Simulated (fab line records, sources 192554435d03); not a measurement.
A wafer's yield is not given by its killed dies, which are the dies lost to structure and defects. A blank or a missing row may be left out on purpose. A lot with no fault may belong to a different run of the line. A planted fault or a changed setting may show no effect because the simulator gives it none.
fab line records	flow n5Finfet	part 1 of 2: steps 1 to 19 of 26
record lots=5	wafers=15	lastDay=18
route steps=1938 shown HKMG_FIN@426
lots untouched by any fault: they come from a run of this same line in which no faults occurred
startH: hours from the record's opening day to when the first of the lot's shown wafers began	waitH: time in hours since the lot's previous step	" unchanged from the row above	L1.1+2: several wafers, shown together as one row	- no value, or no start was given	* or withheld: withheld	< > ~ a bound
route shown NAME@n: NAME is a module with steps in the file, n the number in the route of the first one	usual: average and standard deviation across the fault-free wafers	same: alike in all rows	chamber/n: place in a boat	sites: per-site readings	_std_site: standard deviation across them	_edge_site: inner sites' mean taken away from outer sites' mean	radiusMm: how far each site lies from the wafer's centre	mask NAME#n: copy n	behind: the most recent tool/chamber to have shaped the wafer	hold: reason for holding the lot/hours on hold/outcome of the hold	device: whichever transistor did not switch (one of n, p or np)	end of line: the route-end tests of the same wafers	for a step that has no rows: nothing shown but its recipe	killed: the dies lost at the first sort to structure and to defects; this is not the yield of the wafer	map: dies across one wafer; x = killed, . = not, _ = none there
set.NAME: the run value of the setting; set.NAME@STEP: its run value at that earlier step	model.NAME: the simulator's own value behind a step, which no gauge read
lots at some steps of the route; a table a step, a row a wafer
services: a tool's chamber out of use, with start hour (startH, from the record's first day; less than 0 if before it), hours out, and reason
## steps
# step N5_HKMG_FIN_SOFTBAKE_07
# recipe tempC=110	timeS=60	resist=CAR-ArF
lot.wafer	tool	chamber	startH	waitH
L082.1+3+6	lithoTrack-04	0	-	-
L084.2+3+5	lithoTrack-02	0	-	-
L087.3+5+6	lithoTrack-02	0	-	-
L089.3+4+5	lithoTrack-01	0	-	-
L093.1+2+5	lithoTrack-01	0	-	-
# step N5_HKMG_FIN_EXPOSE_09
# recipe maskId=NWFM	na=1.35	sourceShape=conventional	sigmaOuter=0.8	polarization=unpolarized	doseMj=39.25
# usual focusOffsetNm=0.0/0.54
lot.wafer	tool	chamber	startH	waitH	mask	focusOffsetNm
L082.1	arfiScanner-01	0	122.05	-	NWFM#0	-0.6
L082.3	"	0	"	"	NWFM#0	0.2
L082.6	"	0	"	"	NWFM#0	0.3
L084.2	arfiScanner-02	0	135.00	-	NWFM#0	-0.5
L084.3	"	0	"	"	NWFM#0	0.1
L084.5	"	0	"	"	NWFM#0	0.0
L087.3	arfiScanner-03	0	151.21	-	NWFM#0	0.2
L087.5	"	0	"	"	NWFM#0	-0.3
L087.6	"	0	"	"	NWFM#0	-0.8
L089.3	arfiScanner-03	0	167.83	-	NWFM#0	0.3
L089.4	"	0	"	"	NWFM#0	-1.0
L089.5	"	0	"	"	NWFM#0	-0.1
L093.1	arfiScanner-01	0	187.34	-	NWFM#0	0.5
L093.2	"	0	"	"	NWFM#0	0.4
L093.5	"	0	"	"	NWFM#0	-0.1
# step N5_HKMG_FIN_PEB_10
# recipe pebTempC=withheld	pebTimeS=60	resist=CAR-ArF
# same pebTimeS=60
lot.wafer	tool	chamber	startH	waitH
L082.1+3+6	lithoTrack-01	0	122.11	0.1
L084.2+3+5	lithoTrack-01	0	135.06	0.0
L087.3+5+6	lithoTrack-01	0	151.26	0.0
L089.3+4+5	lithoTrack-04	0	167.87	0.0
L093.1+2+5	lithoTrack-01	0	187.40	0.1
# step N5_HKMG_FIN_DEVELOP_11
# recipe developTimeS=30	developer=TMAH	resist=CAR-ArF	devTempC=23	rinseLiquid=diw	dry=airSpin
# usual developerTempC=23.01/0.11
lot.wafer	tool	chamber	startH	waitH	developerTempC
L082.1	lithoTrack-01	0	-	-	22.89
L082.3	"	0	"	"	23.13
L082.6	"	0	"	"	22.97
L084.2	lithoTrack-01	0	-	-	23.07
L084.3	"	0	"	"	23.01
L084.5	"	0	"	"	23.06
L087.3	lithoTrack-01	0	-	-	22.95
L087.5	"	0	"	"	22.97
L087.6	"	0	"	"	23.11
L089.3	lithoTrack-04	0	-	-	23.00
L089.4	"	0	"	"	23.15
L089.5	"	0	"	"	22.89
L093.1	lithoTrack-01	0	-	-	22.91
L093.2	"	0	"	"	22.81
L093.5	"	0	"	"	22.94
# step N5_HKMG_FIN_CD_MEAS_12
# recipe targetCdNm=92.8	landingEnergyEv=500	detector=seInlens
# usual cdNm=92.7/0.66
# same landingEnergyEv=500
lot.wafer	tool	chamber	startH	waitH	cdNm
L082.1	cdSem-03	0	122.17	-	92.8
L082.3	"	0	"	"	92.9
L082.6	"	0	"	"	91.9
L084.2	cdSem-01	0	135.12	-	93.1
L084.3	"	0	"	"	92.7
L084.5	"	0	"	"	92.6
L087.3	cdSem-02	0	151.33	-	92.1
L087.5	"	0	"	"	92.0
L087.6	"	0	"	"	93.6
L089.3	cdSem-02	0	167.94	-	93.6
L089.4	"	0	"	"	93.5
L089.5	"	0	"	"	92.7
L093.1	cdSem-03	0	187.46	-	93.0
L093.2	"	0	"	"	92.8
L093.5	"	0	"	"	92.7
# step N5_HKMG_FIN_OVL_MEAS_13
# recipe pointsPerWafer=44
# usual NWFM_OVL=-0.1/0.71
lot.wafer	tool	chamber	startH	waitH	NWFM_OVL[nm]
L082.1	overlay-02	0	122.21	0.0	0.6
L082.3	"	0	"	"	-0.5
L082.6	"	0	"	"	0.5
L084.2	overlay-01	0	135.15	0.0	-0.7
L084.3	"	0	"	"	-1.0
L084.5	"	0	"	"	-0.4
L087.3	overlay-01	0	151.36	0.0	-1.0
L087.5	"	0	"	"	0.0
L087.6	"	0	"	"	-0.8
L089.3	overlay-02	0	167.97	0.0	-0.3
L089.4	"	0	"	"	0.3
L089.5	"	0	"	"	-0.2
L093.1	overlay-02	0	187.49	0.0	0.1
L093.2	"	0	"	"	-0.1
L093.5	"	0	"	"	-0.4
# step N5_HKMG_FIN_INSPECT_14
# recipe mode=adi	inspectInstrument=macro
# usual rawDefectCount=1.9/1.3
lot.wafer	tool	chamber	startH	waitH	rawDefectCount
L082.1	defectInspect-01	-	122.23	0.0	2
L082.3	"	-	"	"	2
L082.6	"	-	"	"	3
L084.2	defectInspect-02	-	135.18	0.0	1
L084.3	"	-	"	"	2
L084.5	"	-	"	"	3
L087.3	defectInspect-02	-	151.38	0.0	4
L087.5	"	-	"	"	2
L087.6	"	-	"	"	2
L089.3	defectInspect-02	-	167.99	0.0	1
L089.4	"	-	"	"	2
L089.5	"	-	"	"	3
L093.1	defectInspect-02	-	187.52	0.0	3
L093.2	"	-	"	"	5
L093.5	"	-	"	"	3
# step N5_HKMG_FIN_DESCUM_17
# recipe chemistry=O2	timeS=7.9	sourcePowerW=50	biasPowerW=20	pressureMtorr=20	rfFrequencyHz=2.712e+07	tempC=40	resist=CAR-ArF	o2FlowSccm=225
# usual drypumpMotorCurrentA=5.6/0.43	oesProductAu=0.76/0.061	rfVppV=242.9/1.3	showerheadPlenumPTorr=2.09/0.073	throttleValvePct=20.48/0.23
lot.wafer	tool	chamber	startH	waitH	drypumpMotorCurrentA	oesProductAu	rfHoursCounterH	rfVppV	showerheadPlenumPTorr	throttleValvePct
L082.1	rieDiel-05	2	122.26	0.0	5.3	0.72	197	244.6	2.14	20.32
L082.3	"	1	"	"	6.1	0.80	113	242.9	2.11	20.81
L082.6	"	0	"	"	5.1	0.76	-	242.2	1.97	20.04
L084.2	rieDiel-04	0	135.22	0.0	5.8	0.80	118	244.1	2.13	20.17
L084.3	"	3	"	"	5.5	0.78	133	241.9	2.04	20.58
L084.5	"	0	"	"	5.8	0.81	-	243.1	2.13	20.17
L087.3	rieDiel-01	1	151.42	0.0	5.8	0.82	99	244.3	2.20	20.12
L087.5	"	1	"	"	5.9	0.82	-	244.7	2.20	20.12
L087.6	"	0	"	"	6.2	0.69	-	244.1	2.17	20.74
L089.3	rieDiel-01	1	168.21	0.2	5.8	0.81	105	244.9	2.20	20.14
L089.4	"	2	"	"	5.1	0.71	201	241.3	2.07	20.56
L089.5	"	3	"	"	5.0	0.77	-	241.6	2.03	20.66
L093.1	rieDiel-04	3	187.55	0.0	5.5	0.76	147	242.0	2.03	20.61
L093.2	"	0	"	"	5.8	0.78	131	243.3	2.13	20.21
L093.5	"	2	"	"	5.6	0.90	-	244.1	2.11	20.41
# step N5_HKMG_FIN_ETCH_31
# recipe chemistry=CF4	target=SiARC	targetDepthA=455	maskMaterial=CAR-ArF	timeS=75.8	ionEnergyEv=80	pressureMtorr=40	sourceW=545	biasW=36	Ar_flow_sccm=100	cf4FlowSccm=100	ends=cleared
# usual drypumpMotorCurrentA=5.6/0.43	etchRfOnTimeS=75.7/2.3	oesProductAu=0.65/0.051	rfVppV=184.0/1.1	showerheadPlenumPTorr=2.13/0.073	throttleValvePct=15.63/0.22
lot.wafer	tool	chamber	startH	waitH	drypumpMotorCurrentA	etchRfOnTimeS	oesProductAu	rfHoursCounterH	rfVppV	showerheadPlenumPTorr	throttleValvePct
L082.1	rieDiel-05	2	122.30	0.0	5.3	77.5	0.61	197	183.9	2.22	15.72
L082.3	"	1	"	"	6.2	73.6	0.68	113	183.1	2.14	15.74
L082.6	"	0	"	"	5.1	75.8	0.64	-	183.1	2.04	15.39
L084.2	rieDiel-04	0	135.25	0.0	5.8	76.4	0.67	118	182.8	2.13	15.16
L084.3	"	3	"	"	5.5	70.4	0.70	133	181.9	2.06	15.57
L084.5	"	0	"	"	5.8	75.4	0.67	-	184.2	2.13	15.14
L087.3	rieDiel-01	1	151.45	0.0	5.8	77.3	0.68	99	185.9	2.25	15.40
L087.5	"	1	"	"	5.8	77.2	0.69	-	184.7	2.25	15.39
L087.6	"	0	"	"	6.2	72.6	0.60	-	185.4	2.21	15.82
L089.3	rieDiel-01	1	168.24	0.0	5.8	78.4	0.68	105	184.7	2.25	15.41
L089.4	"	2	"	"	5.1	76.0	0.61	201	183.6	2.11	15.70
L089.5	"	3	"	"	5.0	77.7	0.66	-	183.3	2.06	15.71
L093.1	rieDiel-04	3	187.59	0.0	5.5	72.2	0.67	147	182.3	2.05	15.60
L093.2	"	0	"	"	5.8	77.7	0.65	131	186.2	2.13	15.16
L093.5	"	2	"	"	5.6	72.1	0.78	-	184.4	2.20	15.81
# step N5_HKMG_FIN_ETCH_32
# recipe chemistry=N2/H2	target=SOC	targetDepthA=2400	tempC=40	timeS=300	ionEnergyEv=200	maskMaterial=SiARC	pressureMtorr=30	sourceW=840	biasW=150	n2FlowSccm=200	h2FlowSccm=200
# usual drypumpMotorCurrentA=5.6/0.43	oesProductAu=0.77/0.06	rfVppV=523.6/2.6	showerheadPlenumPTorr=2.53/0.096	throttleValvePct=17.83/0.21
lot.wafer	tool	chamber	startH	waitH	drypumpMotorCurrentA	oesProductAu	rfHoursCounterH	rfVppV	showerheadPlenumPTorr	throttleValvePct
L082.1	rieDiel-05	2	122.35	0.0	5.2	0.71	197	526.8	2.59	17.59
L082.3	"	1	"	"	6.2	0.81	113	525.1	2.53	17.97
L082.6	"	0	"	"	5.2	0.75	-	521.0	2.44	17.79
L084.2	rieDiel-04	0	135.31	0.0	5.9	0.79	118	524.9	2.57	17.58
L084.3	"	3	"	"	5.5	0.81	133	521.3	2.43	17.73
L084.5	"	0	"	"	5.8	0.79	-	523.1	2.57	17.56
L087.3	rieDiel-01	1	151.51	0.0	5.9	0.80	99	528.7	2.70	17.73
L087.5	"	1	"	"	5.8	0.81	-	528.3	2.70	17.73
L087.6	"	0	"	"	6.2	0.71	-	523.6	2.60	17.88
L089.3	rieDiel-01	1	168.30	0.0	5.8	0.79	105	527.2	2.70	17.73
L089.4	"	2	"	"	5.1	0.71	201	524.1	2.55	18.31
L089.5	"	3	"	"	5.1	0.77	-	521.1	2.42	17.72
L093.1	rieDiel-04	3	187.64	0.0	5.5	0.79	147	519.9	2.43	17.75
L093.2	"	0	"	"	5.8	0.77	131	525.2	2.56	17.60
L093.5	"	2	"	"	5.6	0.92	-	525.4	2.58	17.89
# step N5_HKMG_FIN_STRIP_33
# recipe chemistry=N2/H2	tempC=40	n2FlowSccm=200	h2FlowSccm=200	rfFrequencyHz=6e+07
lot.wafer	tool	chamber	startH	waitH
L082.1+3+6	rieDiel-05	2,1,0	122.53	0.1
L084.2+3+5	rieDiel-04	0,3,0	135.49	0.1
L087.3+5+6	rieDiel-01	1,1,0	151.69	0.1
L089.3+4+5	rieDiel-01	1,2,3	168.48	0.1
L093.1+2+5	rieDiel-04	3,0,2	187.82	0.1
# step N5_HKMG_FIN_STRIP_34
# recipe chemistry=CF4	resist=SiARC	powerW=300	biasPowerW=75	pressureMtorr=50	cf4FlowSccm=150	rfFrequencyHz=6e+07
# usual drypumpMotorCurrentA=5.6/0.43	oesProductAu=0.76/0.054	rfVppV=271.1/1.6	showerheadPlenumPTorr=1.78/0.056	throttleValvePct=13.59/0.21
lot.wafer	tool	chamber	startH	waitH	drypumpMotorCurrentA	oesProductAu	rfHoursCounterH	rfVppV	showerheadPlenumPTorr	throttleValvePct
L082.1	rieDiel-05	2	122.54	0.0	5.3	0.72	197	273.6	1.84	13.64
L082.3	"	1	"	"	6.2	0.79	114	270.3	1.78	13.67
L082.6	"	0	"	"	5.1	0.74	-	268.8	1.70	13.38
L084.2	rieDiel-04	0	135.50	0.0	5.8	0.77	118	270.3	1.78	13.15
L084.3	"	3	"	"	5.5	0.77	133	269.4	1.72	13.57
L084.5	"	0	"	"	5.8	0.78	-	271.0	1.78	13.13
L087.3	rieDiel-01	1	151.70	0.0	5.8	0.81	100	273.5	1.87	13.31
L087.5	"	1	"	"	5.8	0.81	-	272.7	1.87	13.32
L087.6	"	0	"	"	6.2	0.68	-	273.2	1.84	13.77
L089.3	rieDiel-01	1	168.49	0.0	5.8	0.80	105	273.0	1.87	13.32
L089.4	"	2	"	"	5.2	0.70	201	271.2	1.75	13.63
L089.5	"	3	"	"	5.0	0.78	-	270.4	1.74	13.71
L093.1	rieDiel-04	3	187.83	0.0	5.5	0.76	147	270.2	1.72	13.60
L093.2	"	0	"	"	5.8	0.77	131	271.0	1.77	13.15
L093.5	"	2	"	"	5.6	0.87	-	270.8	1.84	13.71
# step N5_HKMG_FIN_ETCH_35
# recipe chemistry=N2/H2	target=SOC	targetDepthA=2158	ionEnergyEv=65	biasW=5	sourceW=3000	timeS=243.4	pressureMtorr=30	n2FlowSccm=200	h2FlowSccm=200
# usual drypumpMotorCurrentA=5.6/0.44	oesProductAu=0.77/0.061	rfVppV=141.4/1.1	showerheadPlenumPTorr=2.53/0.096	throttleValvePct=17.83/0.2
lot.wafer	tool	chamber	startH	waitH	drypumpMotorCurrentA	oesProductAu	rfHoursCounterH	rfVppV	showerheadPlenumPTorr	throttleValvePct
L082.1	rieDiel-05	2	122.56	0.0	5.3	0.71	197	142.5	2.59	17.60
L082.3	"	1	"	"	6.2	0.81	114	141.9	2.53	17.97
L082.6	"	0	"	"	5.2	0.76	-	140.6	2.44	17.79
L084.2	rieDiel-04	0	135.52	0.0	5.8	0.79	118	141.7	2.57	17.60
L084.3	"	3	"	"	5.5	0.82	133	140.5	2.43	17.72
L084.5	"	0	"	"	5.8	0.79	-	142.8	2.57	17.59
L087.3	rieDiel-01	1	151.72	0.0	5.8	0.81	100	142.6	2.70	17.75
L087.5	"	1	"	"	5.9	0.81	-	140.7	2.70	17.75
L087.6	"	0	"	"	6.2	0.71	-	142.7	2.60	17.90
L089.3	rieDiel-01	1	168.51	0.0	5.8	0.80	105	142.0	2.70	17.77
L089.4	"	2	"	"	5.1	0.72	202	140.2	2.55	18.32
L089.5	"	3	"	"	5.0	0.77	-	139.7	2.42	17.72
L093.1	rieDiel-04	3	187.85	0.0	5.4	0.79	147	139.5	2.43	17.74
L093.2	"	0	"	"	5.8	0.77	131	139.9	2.56	17.63
L093.5	"	2	"	"	5.6	0.91	-	142.9	2.58	17.89
# step N5_HKMG_FIN_STRIP_92
# recipe chemistry=N2/H2	material=SOC	timeS=20	powerW=500	tempC=40	pressureMtorr=50	rfFrequencyHz=6e+07	biasPowerW=8	h2Frac=0.5	n2FlowSccm=300	h2FlowSccm=300
# usual drypumpMotorCurrentA=5.6/0.43	oesProductAu=0.77/0.059	rfVppV=54.1/1	showerheadPlenumPTorr=3.34/0.12	throttleValvePct=19.0/0.37
lot.wafer	tool	chamber	startH	waitH	drypumpMotorCurrentA	oesProductAu	rfHoursCounterH	rfVppV	showerheadPlenumPTorr	throttleValvePct
L082.1	rieDiel-05	2	122.71	0.1	5.3	0.70	197	55.3	3.42	18.4
L082.3	"	1	"	"	6.1	0.81	114	55.2	3.34	19.0
L082.6	"	0	"	"	5.2	0.75	-	53.2	3.22	19.1
L084.2	rieDiel-04	0	135.67	0.1	5.8	0.77	118	54.8	3.39	19.0
L084.3	"	3	"	"	5.5	0.81	133	53.1	3.22	18.8
L084.5	"	0	"	"	5.8	0.77	-	54.3	3.39	19.0
L087.3	rieDiel-01	1	151.87	0.1	5.9	0.79	100	55.6	3.56	19.1
L087.5	"	1	"	"	5.8	0.79	-	55.3	3.56	19.1
L087.6	"	0	"	"	6.2	0.70	-	54.6	3.43	19.0
L089.3	rieDiel-01	1	168.66	0.1	5.9	0.78	105	54.7	3.55	19.1
L089.4	"	2	"	"	5.2	0.72	202	54.5	3.37	20.0
L089.5	"	3	"	"	5.1	0.76	-	53.4	3.20	18.7
L093.1	rieDiel-04	3	188.00	0.1	5.5	0.80	147	55.4	3.21	18.8
L093.2	"	0	"	"	5.8	0.76	131	53.9	3.39	19.0
L093.5	"	2	"	"	5.6	0.92	-	54.6	3.41	19.0
# step N5_HKMG_FIN_WET_ETCH_18
# recipe chemistry=SC1	target=TiN	mix=1:1:5	tempC=*	timeS=55	targetDepthNm=5.2	dry=ipaMarangoni	rinseTimeS=30	rinseTempC=23
lot.wafer	tool	chamber	startH	waitH
L082.1+3+6	wetBench-05	4,1,3	122.80	0.1
L084.2+3+5	wetBench-04	3,5,6	135.75	0.1
L087.3+5+6	wetBench-05	7,6,0	151.95	0.1
L089.3+4+5	wetBench-05	2,4,6	168.75	0.1
L093.1+2+5	wetBench-02	2,3,5	188.08	0.1
# step N5_HKMG_FIN_STRIP_19
# recipe chemistry=N2/H2	powerW=2500	tempC=300	h2Frac=0.65	timeS=360	pressureMtorr=withheld	n2FlowSccm=1750	h2FlowSccm=3250
# usual drypumpMotorCurrentA=6.04/0.2	heaterPowerW=453/31
lot.wafer	tool	chamber	startH	waitH	drypumpMotorCurrentA	heaterPowerW	rfHoursCounterH
L082.1	plasmaAsher-01	0	122.86	0.0	6.10	413	45
L082.3	"	0	"	"	6.10	409	-
L082.6	"	1	"	"	6.28	454	-
L084.2	plasmaAsher-02	0	135.81	0.0	6.18	430	98
L084.3	"	0	"	"	6.17	430	-
L084.5	"	0	"	"	6.16	437	-
L087.3	plasmaAsher-01	0	152.13	0.1	6.09	411	-
L087.5	"	0	"	"	6.08	408	-
L087.6	"	1	"	"	6.30	464	-
L089.3	plasmaAsher-02	1	168.94	0.1	5.74	485	-
L089.4	"	0	"	"	6.16	448	-
L089.5	"	0	"	"	6.16	428	-
L093.1	plasmaAsher-02	0	188.15	0.0	6.18	445	106
L093.2	"	1	"	"	5.73	497	106
L093.5	"	0	"	"	6.17	430	-
# step N5_HKMG_FIN_ALD_91
# recipe material=TiN	targetThkA=10	tempC=400	aldPrecursorFamily=TiCl4	aldCoReactant=NH3	pulseTimeS=1	purgeTimeS=3	coReactantPurgeTimeS=2	coReactantPulseTimeS=2	aldCycles=47	pressureTorr=3
# usual heaterPowerW=885/76	precursorPulseHeightRel=0.997/0.02
# same purgeTimeS=3
lot.wafer	tool	chamber	startH	waitH	heaterPowerW	precursorPulseHeightRel
L082.1	aldMetal-03	3	123.25	0.3	923	0.991
L082.3	"	0	"	"	824	0.989
L082.6	"	1	"	"	848	0.972
L084.2	aldMetal-01	1	136.20	0.3	965	0.968
L084.3	"	0	"	"	938	1.006
L084.5	"	0	"	"	930	0.988
L087.3	aldMetal-03	1	152.40	0.1	833	0.983
L087.5	"	2	"	"	991	0.952
L087.6	"	3	"	"	909	1.008
L089.3	aldMetal-04	0	169.20	0.1	740	1.029
L089.4	"	3	"	"	864	0.970
L089.5	"	0	"	"	738	1.009
L093.1	aldMetal-04	0	188.54	0.3	743	0.971
L093.2	"	2	"	"	907	0.984
L093.5	"	2	"	"	909	0.969
# step N5_HKMG_FIN_COAT_85
# recipe resist=SOC	tempC=250	timeS=60	spinRpm=1500	resistThkNm=300
lot.wafer	tool	chamber	startH	waitH
L082.1+3+6	lithoTrack-04	0	123.53	0.2
L084.2+3+5	lithoTrack-01	0	136.48	0.2
L087.3+5+6	lithoTrack-01	0	152.68	0.2
L089.3+4+5	lithoTrack-04	0	169.48	0.2
L093.1+2+5	lithoTrack-02	0	188.81	0.2
# step N5_HKMG_FIN_ETCH_86
# recipe chemistry=N2/H2	target=SOC	targetDepthA=3932	stopOn=TiN	ionEnergyEv=100	biasW=61	pressureMtorr=30	sourceW=850	n2FlowSccm=200	h2FlowSccm=200
# usual drypumpMotorCurrentA=5.6/0.39	oesProductAu=0.76/0.06	rfVppV=240.4/1.4	showerheadPlenumPTorr=2.51/0.09	throttleValvePct=17.77/0.2
lot.wafer	tool	chamber	startH	waitH	drypumpMotorCurrentA	oesProductAu	rfHoursCounterH	rfVppV	showerheadPlenumPTorr	throttleValvePct
L082.1	rieDiel-01	2	123.59	-	5.1	0.72	188	239.6	2.55	18.27
L082.3	"	1	"	"	5.8	0.81	92	243.3	2.70	17.70
L082.6	"	3	"	"	5.0	0.79	-	240.3	2.42	17.68
L084.2	rieDiel-04	3	136.54	-	5.5	0.77	134	240.4	2.43	17.69
L084.3	"	2	"	"	5.6	0.90	19	241.2	2.59	17.82
L084.5	"	0	"	"	5.8	0.78	-	239.1	2.57	17.55
L087.3	rieDiel-05	3	152.74	-	5.4	0.68	221	239.8	2.37	17.52
L087.5	"	0	"	"	5.2	0.75	-	237.2	2.43	17.77
L087.6	"	3	"	"	5.5	0.69	-	239.5	2.37	17.52
L089.3	rieDiel-05	3	169.55	-	5.5	0.68	229	240.3	2.37	17.53
L089.4	"	0	"	"	5.1	0.73	184	238.7	2.43	17.77
L089.5	"	1	"	"	6.2	0.77	-	239.9	2.52	17.98
L093.1	rieDiel-05	2	188.88	-	5.3	0.69	222	241.6	2.58	17.59
L093.2	"	0	"	"	5.1	0.72	191	240.6	2.43	17.80
L093.5	"	0	"	"	5.1	0.73	-	238.9	2.43	17.80
